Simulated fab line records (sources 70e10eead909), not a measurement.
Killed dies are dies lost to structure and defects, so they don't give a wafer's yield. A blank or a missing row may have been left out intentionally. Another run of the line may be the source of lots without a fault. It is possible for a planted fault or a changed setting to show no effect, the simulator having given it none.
Chamber matching    flow nandHarc    NHARC_A_STAIRCASE_DESCUM_252 on rieDiel-05 has 4 sister chambers
The step chemistry O2, time 3 s. 4 wafers are shown with their chamber, then 11 later ones without.

== EACH WAFER AND ITS CHAMBER ==
wafer   chamber  drypumpMotorCurrentA (A)
L082.3  3        5.0
L086.5  0        5.3
L086.6  1        6.5
L087.1  2        5.7

== WAFERS WITH NO CHAMBER GIVEN ==
wafer   drypumpMotorCurrentA (A)
L087.2  6.5
L087.4  5.2
L093.1  5.2
L093.2  5.0
L093.6  5.0
L092.1  5.3
L092.3  5.6
L092.6  5.0
L094.1  6.5
L094.4  5.6
L094.5  5.0

== WHICH CHAMBER EACH WENT THROUGH ==
wafer   from the rows above      in truth
L087.2  1                        1
L087.4  can't be placed: 0 or 3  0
L093.1  can't be placed: 0 or 3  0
L093.2  3                        3
L093.6  3                        3
L092.1  0                        0
L092.3  2                        2
L092.6  3                        3
L094.1  1                        1
L094.4  2                        2
L094.5  3                        3
9 of 11 placed correctly. Cannot be placed on the basis of these rows: 2; the candidates contain the true chamber in 2. Wrongly placed: 0.
How it was worked out, from the rows above alone: a wafer's distance from a chamber is the root of the sum, over the readings, of the square of ((its reading less the chamber's mean) divided by the reading's scatter). The wafer belongs to the nearest chamber; if the next one is less than 2 further off, it can't be placed. Each chamber's mean is taken over the wafers shown for it. The scatter: with one shown wafer a chamber, the root of the mean of the squares of how far each hidden wafer lies from its nearest shown one.
